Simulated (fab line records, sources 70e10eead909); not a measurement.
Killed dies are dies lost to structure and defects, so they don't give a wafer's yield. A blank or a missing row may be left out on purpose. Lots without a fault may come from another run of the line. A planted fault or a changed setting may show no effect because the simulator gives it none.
fab line records | flow nand_harc | part 2 of 2: steps 5 to 6 of 6
record lots=24 wafers=72 last_day=25
route steps=1159 shown P_M1@299 P_M2@332 P_BONDPAD@364
lots that met no fault: from a run of the same line without faults
start_h: hours from the record's first day to the start of the lot's first wafer shown | wait_h: hours since the lot's step before | " the same as in the row above | L1.1+2: a row that stands for several wafers | - no value, or no start given | * or withheld: withheld | < > ~ a bound
route shown NAME@n: a module of which the file shows steps, and the number in the route of the first | usual: mean/standard deviation of fault-free wafers | same: alike in all rows | chamber/n: place in a boat | sites: the reading at each site | _std_site: their standard deviation | _edge_site: outer sites' mean less inner sites' | radius_mm: how far each site lies from the wafer's centre | mask NAME#n: copy n | behind: the tool/chamber that last shaped the wafer | hold: why the lot was held/for how many hours/how that ended | device: the transistor (n, p or np) that didn't switch | end of line: the same wafers' tests at the end of the route | a step without rows: its recipe alone | killed: dies lost to structure and defects at the first sort, not the wafer's yield | map: a wafer's dies, x killed, . not, _ none there
set.NAME: the setting as run; set.NAME@STEP: as run at that earlier step | model.NAME: the simulator's own value behind a step, which no gauge read
steps of the route over a sample of lots; a table a step, a row a wafer
services: from which hour (start_h, from the record's first day; less than 0 if before it) a tool's chamber was out of use, for how many hours, and why
## steps
# step NHARC_P_BONDPAD_CD_MEAS_09
# recipe target_cd_nm=500 landing_energy_ev=500
# usual cd_nm=499.7/2.4
# columns lot.wafer tool chamber start_h wait_h cd_nm
L074.1 cd_sem-03 0 119.13 - 499.7
L074.5 " 0 " " 497.0
L074.6 " 0 " " 498.1
L075.1 cd_sem-02 0 128.41 - 500.0
L075.2 " 0 " " 501.4
L075.3 " 0 " " 500.9
L076.1 cd_sem-01 0 149.11 - 496.3
L076.3 " 0 " " 499.7
L076.5 " 0 " " 496.0
L077.1 cd_sem-02 0 150.66 - 500.2
L077.2 " 0 " " 501.6
L077.6 " 0 " " 498.3
L079.2 cd_sem-01 0 151.34 - 497.4
L079.3 " 0 " " 498.1
L079.6 " 0 " " 499.1
L078.3 cd_sem-01 0 158.01 - 496.9
L078.4 " 0 " " 495.8
L078.6 " 0 " " 495.7
L081.3 cd_sem-01 0 172.07 - 499.5
L081.4 " 0 " " 495.1
L081.6 " 0 " " 496.7
L080.2 cd_sem-03 0 172.45 - 503.0
L080.3 " 0 " " 501.4
L080.4 " 0 " " 502.6
L082.1 cd_sem-02 0 182.88 - 501.0
L082.2 " 0 " " 501.7
L082.5 " 0 " " 502.9
L083.1 cd_sem-03 0 188.83 - 497.2
L083.2 " 0 " " 500.6
L083.5 " 0 " " 498.9
L084.1 cd_sem-02 0 194.53 - 500.6
L084.5 " 0 " " 500.9
L084.6 " 0 " " 498.6
L087.1 cd_sem-02 0 223.73 - 500.8
L087.2 " 0 " " 498.8
L087.3 " 0 " " 496.1
L086.1 cd_sem-03 0 224.12 - 498.2
L086.3 " 0 " " 497.4
L086.5 " 0 " " 499.2
L085.2 cd_sem-01 0 224.76 - 501.8
L085.5 " 0 " " 503.7
L085.6 " 0 " " 499.4
L088.1 cd_sem-02 0 225.48 - 502.1
L088.2 " 0 " " 499.9
L088.4 " 0 " " 496.2
L089.3 cd_sem-02 0 228.66 - 499.0
L089.5 " 0 " " 501.8
L089.6 " 0 " " 497.5
L090.1 cd_sem-01 0 232.32 - 499.4
L090.3 " 0 " " 498.1
L090.5 " 0 " " 503.3
L092.1 cd_sem-01 0 234.61 - 496.5
L092.3 " 0 " " 498.0
L092.4 " 0 " " 497.4
L091.4 cd_sem-03 0 235.64 - 497.9
L091.5 " 0 " " 497.7
L091.6 " 0 " " 502.2
L094.1 cd_sem-02 0 241.80 - 502.6
L094.3 " 0 " " 501.8
L094.6 " 0 " " 496.4
L093.1 cd_sem-02 0 242.83 - 501.0
L093.3 " 0 " " 501.8
L093.4 " 0 " " 498.4
L095.3 cd_sem-01 0 259.13 - 503.0
L095.5 " 0 " " 501.1
L095.6 " 0 " " 505.1
L096.1 cd_sem-03 0 259.34 - 498.6
L096.2 " 0 " " 500.4
L096.3 " 0 " " 500.1
L097.1 cd_sem-03 0 268.63 - 503.1
L097.3 " 0 " " 502.0
L097.4 " 0 " " 501.6
# step NHARC_P_BONDPAD_ETCH_12
# recipe target_depth_a=2000 time_s=100 chf3_flow_sccm=50 o2_flow_sccm=10 ar_flow_sccm=200 rf_w=500 bias_w=200 chemistry=CHF3/O2
# usual drypump_motor_current_A=5.7/0.51 oes_product_au=0.939/0.023 rf_vpp_V=370.3/2.4 showerhead_plenum_p_Torr=2.39/0.099 throttle_valve_pct=20.573/0.009
# columns lot.wafer tool chamber start_h wait_h drypump_motor_current_A oes_product_au rf_hours_counter_h rf_vpp_V showerhead_plenum_p_Torr throttle_valve_pct
L074.1 rie_diel-02 0 - - 6.0 0.894 44 368.7 2.29 20.581
L074.6 " 2 " " 5.7 0.925 - 369.3 2.37 20.572
L074.5 " 3 " " 6.0 0.906 - 368.3 2.29 20.581
L075.1 rie_diel-01 3 - - 6.6 0.937 46 373.8 2.53 20.570
L075.3 " 0 " " 5.8 0.925 58 373.9 2.50 20.572
L075.2 " 1 " " 5.0 0.934 57 370.9 2.37 20.579
L076.3 rie_diel-11 0 - - 5.8 0.942 12 372.4 2.48 20.569
L076.1 " 1 " " 6.4 0.951 12 372.6 2.48 20.568
L076.5 " 3 " " 5.0 0.954 - 367.1 2.24 20.566
L077.1 rie_diel-11 3 - - 5.0 0.921 10 365.9 2.24 20.569
L077.2 " 1 " " 6.4 0.934 12 372.6 2.48 20.565
L077.6 " 3 " " 5.0 0.920 - 366.9 2.24 20.574
L079.2 rie_diel-11 1 - - 6.4 0.981 12 371.7 2.48 20.576
L079.3 " 2 " " 5.3 0.945 12 368.4 2.36 20.563
L079.6 " 2 " " 5.3 0.939 - 369.9 2.36 20.566
L078.4 rie_diel-11 1 - - 6.4 0.932 12 372.9 2.48 20.592
L078.3 " 2 " " 5.3 0.900 12 369.6 2.36 20.580
L078.6 " 0 " " 5.8 0.932 - 371.6 2.47 20.568
L081.3 rie_diel-11 0 - - 5.8 0.924 14 372.3 2.47 20.573
L081.4 " 2 " " 5.3 0.905 12 370.5 2.36 20.581
L081.6 " 0 " " 5.8 0.929 - 371.4 2.47 20.576
L080.3 rie_diel-01 2 - - 5.1 0.969 13 374.3 2.48 20.570
L080.4 " 3 " " 6.6 0.964 14 374.9 2.52 20.560
L080.2 " 0 " " 5.8 0.969 13 372.0 2.50 20.563
L082.2 rie_diel-11 2 - - 5.3 0.898 13 368.7 2.36 20.562
L082.1 " 3 " " 5.0 0.937 12 365.6 2.24 20.579
L082.5 " 3 " " 5.0 0.925 - 366.2 2.24 20.570
L083.2 rie_diel-11 3 - - 5.0 0.942 12 367.0 2.24 20.572
L083.1 " 2 " " 5.3 0.912 14 368.6 2.36 20.557
L083.5 " 3 " " 5.0 0.931 - 367.2 2.24 20.576
L084.1 rie_diel-02 2 - - 5.7 0.952 13 371.2 2.36 20.572
L084.5 " 2 " " 5.7 0.954 - 369.0 2.37 20.572
L084.6 " 3 " " 6.0 0.994 - 367.1 2.28 20.558
L087.2 rie_diel-02 3 - - 6.0 0.978 26 369.6 2.27 20.588
L087.1 " 0 " " 5.9 0.954 26 366.9 2.27 20.584
L087.3 " 2 " " 5.7 0.960 22 370.2 2.36 20.584
L086.1 rie_diel-02 3 - - 6.0 0.956 27 367.8 2.27 20.576
L086.3 " 0 " " 5.8 0.924 26 368.4 2.27 20.576
L086.5 " 3 " " 6.0 0.961 - 367.0 2.27 20.572
L085.2 rie_diel-11 2 - - 5.3 0.925 3 368.5 2.36 20.574
L085.5 " 1 " " 6.4 0.918 - 371.4 2.47 20.570
L085.6 " 2 " " 5.3 0.929 - 368.9 2.36 20.563
L088.2 rie_diel-01 3 - - 6.6 0.940 35 374.1 2.51 20.563
L088.1 " 0 " " 5.8 0.925 36 372.0 2.49 20.568
L088.4 " 1 " " 5.0 0.968 34 369.7 2.36 20.576
L089.3 rie_diel-11 0 - - 5.8 0.931 4 371.8 2.47 20.567
L089.6 " 2 " " 5.3 0.920 - 370.8 2.36 20.584
L089.5 " 3 " " 4.9 0.928 - 367.2 2.24 20.566
L090.1 rie_diel-11 1 - - 6.4 0.926 4 372.4 2.47 20.579
L090.3 " 3 " " 5.0 0.935 4 366.6 2.24 20.564
L090.5 " 1 " " 6.4 0.920 - 371.4 2.47 20.586
L092.1 rie_diel-11 1 - - 6.4 0.927 4 371.5 2.47 20.564
L092.3 " 2 " " 5.3 0.917 4 370.9 2.36 20.584
L092.4 " 3 " " 5.0 0.923 4 366.8 2.24 20.572
L091.4 rie_diel-11 1 - - 6.4 0.963 5 372.1 2.47 20.561
L091.6 " 2 " " 5.3 0.972 - 369.8 2.36 20.560
L091.5 " 3 " " 5.0 0.991 - 366.7 2.24 20.597
L094.3 rie_diel-11 1 - - 6.4 0.971 6 373.1 2.47 20.570
L094.1 " 3 " " 5.0 0.987 5 367.0 2.24 20.571
L094.6 " 1 " " 6.4 0.969 - 371.6 2.47 20.593
L093.4 rie_diel-11 2 - - 5.3 0.958 5 369.8 2.36 20.575
L093.3 " 3 " " 5.0 0.942 5 366.3 2.24 20.586
L093.1 " 0 " " 5.8 0.981 6 372.7 2.47 20.576
L095.3 rie_diel-11 0 - - 5.8 0.931 7 370.4 2.47 20.573
L095.6 " 0 " " 5.8 0.930 - 372.0 2.47 20.578
L095.5 " 1 " " 6.4 0.925 - 374.3 2.47 20.587
L096.1 rie_diel-02 0 - - 5.9 0.910 39 366.3 2.27 20.559
L096.2 " 1 " " 6.1 0.897 36 373.5 2.53 20.576
L096.3 " 2 " " 5.7 0.913 35 370.0 2.36 20.551
L097.3 rie_diel-11 3 - - 5.0 0.925 8 366.9 2.24 20.577
L097.4 " 0 " " 5.8 0.922 8 372.6 2.47 20.573
L097.1 " 1 " " 6.4 0.935 8 373.5 2.47 20.560
## services
# columns tool chamber start_h hours kind
rie_diel-11 2 89.38 5.7 repair
rie_diel-03 1 94.71 4.3 repair
rie_diel-13 - 99.03 9.0 pm
cmp-01 - 104.03 11.6 repair
cmp-04 - 105.00 4.0 pm
rie_diel-13 2 113.36 9.5 repair
rie_diel-03 1 115.56 4.0 repair
rie_diel-13 3 124.27 5.6 repair
cmp-03 - 124.33 1.0 repair
cmp-01 - 126.80 0.5 repair
rie_diel-12 1 128.76 3.5 repair
cmp-01 - 129.36 1.6 repair
cmp-04 - 164.83 0.5 repair
rie_diel-13 0 175.66 35.2 repair
cmp-01 - 179.60 4.0 pm
rie_diel-11 - 189.53 9.0 pm
rie_diel-13 3 195.00 8.4 repair
rie_diel-12 - 202.40 9.0 pm
cmp-01 - 202.92 0.9 repair
cmp-04 - 203.00 4.0 pm
rie_diel-03 - 215.30 9.0 pm
rie_diel-12 0 224.38 5.6 repair
rie_diel-13 2 230.15 8.7 repair
rie_diel-03 3 253.44 1.3 repair
